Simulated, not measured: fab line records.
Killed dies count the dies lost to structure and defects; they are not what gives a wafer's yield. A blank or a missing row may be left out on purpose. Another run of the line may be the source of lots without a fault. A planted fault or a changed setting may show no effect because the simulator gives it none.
Comparing a struck lot with a sound one :: flow nand_harc :: 14 steps out of a route of 1302
Sound: wafers L418.3, L418.4, L418.6. Wafers struck: L426.2, L426.4, L426.5. The cause is given at the end.
Per side, at each step with rows, come the tool, then ch with its chambers, and then its first start. Under that, the readings that differ: sound wafers :: struck wafers :: difference of the means :: sigmas: that difference in standard deviations of wafers without a fault.
alike: a reading whose means differ by less than 2 such deviations, as well as words and numbers matching on both sides. not compared: withheld readings; readings where some wafer has no value; bounds like >300 that might hide an equal value; numbers whose values overlap and for which the record gives no deviation.
The two part at a step that has a row with sigmas, a row that says differs or no value, or rows on one side only. Numbers that don't overlap but have no deviation are shown without sigmas and don't part them. Lack of a reading on every wafer of one side parts them only where that side has two or more wafers.

first, 1 step without rows for these wafers: NHARC_P_GATE_DEVELOP_90 (time 70 s).
NHARC_P_GATE_CD_MEAS_91 targets a cd of 2000 nm.
  sound on cd_sem-02 ch 0, day 8 12:45; struck on cd_sem-02 ch 0, day 11 19:44
  alike: cd_nm
then, 1 step without rows for these wafers: NHARC_P_GATE_HARDBAKE_92 (time 80 s).
NHARC_P_GATE_DESCUM_93: chemistry O2, time 3 s.
  sound on rie_diel-03 ch 0,1, day 8 12:55; struck on rie_diel-04 ch 1,2,3, day 11 19:54
  alike: drypump_motor_current_A, oes_product_au, rf_vpp_V, showerhead_plenum_p_Torr, throttle_valve_pct
  not compared: rf_hours_counter_h
following that, these wafers have no rows for 1 step: NHARC_P_GATE_IMPLANT_94.
NHARC_P_GATE_STRIP_113: strips in N2/H2, time 740 s.
  sound on plasma_asher-02 ch 0,1, day 8 13:47; struck on plasma_asher-01 ch 1, day 11 20:22
reading: drypump_motor_current_A (A)
sound: 5.68 6.03 5.96
struck: 5.57 5.57 5.55
difference: -0.33
sigmas: -2
  alike: heater_power_w
  not compared: rf_hours_counter_h
NHARC_P_GATE_STRIP_95: strips in O2.
  sound on plasma_asher-02 ch 0,1, day 8 14:18; struck on plasma_asher-01 ch 1, day 11 20:58
  alike: drypump_motor_current_A, heater_power_w
  not compared: rf_hours_counter_h
then, 1 step without rows for these wafers: NHARC_P_GATE_STRIP_96 (strips in SPM, time 900 s).
NHARC_P_GATE_RTA_64: time 1 s.
  sound on rtp_anneal-02 ch 0, day 8 14:56; struck on rtp_anneal-01 ch 0, day 11 21:33
reading: lamp_power_pct (%)
sound: 35.0 35.0 35.0
struck: 37.3 37.3 37.3
difference: +2.3
sigmas: +2
  alike: wafer_temp_C_max
then, 1 step without rows for these wafers: NHARC_P_GATE_ETCH_77 (etches SiO2 in dHF, target depth 6 nm).
NHARC_P_GATE_DEGAS_109: time 60 s.
  struck on pvd_sputter-03, day 11 21:50; sound on pvd_sputter-03, day 8 15:12
  alike: heater_power_w
then, 1 step without rows for these wafers: NHARC_P_GATE_PRE_CLEAN_110 (time 30 s).
NHARC_P_GATE_SPUTTER_78: material Ni, target thk 10 nm.
  struck on pvd_sputter-03, day 11 22:09; sound on pvd_sputter-03, day 8 15:19
then, 1 step without rows for these wafers: NHARC_P_GATE_SPUTTER_79 (material TiN, target thk 10 nm).

WHERE THEY PART
Earliest at NHARC_P_GATE_STRIP_113; latest, in this record, at NHARC_P_GATE_RTA_64. Later steps at which nothing parts them and some readings are alike: NHARC_P_GATE_DEGAS_109.

WHY: the cause the simulator had injected
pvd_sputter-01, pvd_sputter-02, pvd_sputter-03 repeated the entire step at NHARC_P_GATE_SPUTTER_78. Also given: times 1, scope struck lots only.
